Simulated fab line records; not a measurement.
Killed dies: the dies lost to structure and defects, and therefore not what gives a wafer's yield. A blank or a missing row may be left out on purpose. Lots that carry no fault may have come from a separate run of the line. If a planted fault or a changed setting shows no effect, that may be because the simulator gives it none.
One fault through the eyes of 3 desks | flow nandHarc | what lay behind the numbers comes last; until then each desk has only its own

== FROM THE METROLOGY DESK ==
Lot by lot, what the gauges showed, no matter which tool ran the lot: averages of those sampled wafers that carry a number. The brackets show how far a lot's mean lies from the usual mean; more than 4 standard deviations puts the lot out of limits, marked OUT.
Columns: A = cdNm at NHARC_A_M0_CD_MEAS_09, usual 79.8 nm; B = overlayXNm at NHARC_A_M0_OVL_MEAS_10, usual 0.1 nm; C = overlayYNm at NHARC_A_M0_OVL_MEAS_10, usual -0.1 nm; D = cdNm at NHARC_A_M0_CD_MEAS_16, usual 79.6 nm
lot  | first seen here | A    | B    | C    | D
L465 | day 17 17:43    | 80.2 | -0.2 | -1.4 | 80.8
L464 | day 17 18:10    | 80.0 | -0.8 | 1.3  | 80.1
L471 | day 19 09:04    | 79.5 | 0.9  | -1.7 | 79.1
L472 | day 19 22:29    | 81.7 | 0.7  | 0.4  | 81.2
L473 | day 20 05:11    | 81.6 | 0.1  | -0.9 | 81.6
L477 | day 20 09:41    | 78.1 | 0.1  | 0.2  | 78.7
Result from this desk: across the 6 lots, nothing is out of limits.

== THE DEFECT DESK ==
Counts from the inspections along the route, per lot, as means over the sampled wafers that have a number. The brackets show how far a lot's mean lies from the usual mean; more than 4 standard deviations puts the lot out of limits, marked OUT.
Columns: A = rawDefectCount at NHARC_A_BLC_INSPECT_28, usual 443; B = rawDefectCount at NHARC_A_M0_INSPECT_11, usual 32
lot  | first seen here | A   | B
L465 | day 17 16:49    | 430 | 17
L464 | day 17 17:16    | 479 | 30
L471 | day 19 08:10    | 515 | 29
L472 | day 19 21:35    | 446 | 38
L473 | day 20 04:24    | 297 | 18
L477 | day 20 08:47    | 419 | 18
Result from this desk: across the 6 lots, nothing is out of limits.

== THE TOOL OWNER'S DESK: arfiScanner-03 ==
The tool's own readings at NHARC_A_M0_EXPOSE_06 (exposes mask A M0, target cd 80 nm): means of the sampled wafers that have a number, for each lot that ran on this tool. The brackets show how far a lot's mean lies from the usual mean; more than 4 standard deviations puts the lot out of limits, marked OUT.
Columns: A = exposureDoseMJCm2 at NHARC_A_M0_EXPOSE_06, usual 83.27
lot  | first seen here | A
L465 | day 17 17:35    | 83.22
L472 | day 19 22:22    | 85.58 (+27) OUT
L473 | day 20 05:03    | 85.33 (+24) OUT
Finding of this desk: L472, L473 out of limits; the first was L472 at day 19 22:22, on exposureDoseMJCm2 at NHARC_A_M0_EXPOSE_06. L465 stayed within limits.

== ALL TOGETHER ==
The tool owner's desk could have raised an alarm at day 19 22:22, on L472, L473.
At the metrology desk, nothing out of limits was observed.
The defect desk saw nothing out of limits.
The metrology desk holds a record of L472, L473, inside its limits.
The defect desk has L472, L473 on record, within its limits.
The lots listed all ran NHARC_A_M0_EXPOSE_06 on arfiScanner-03.

== WHAT WAS PUT IN BY THE SIMULATOR ==
Process parameter drift: arfiScanner-03, from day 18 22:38 on, at NHARC_A_M0_EXPOSE_06. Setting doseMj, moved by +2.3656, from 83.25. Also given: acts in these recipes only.
Shown lots that were struck: L472, L473.
Each desk's first reading out of limits, in hours after the fault started: the tool owner's desk, 24.
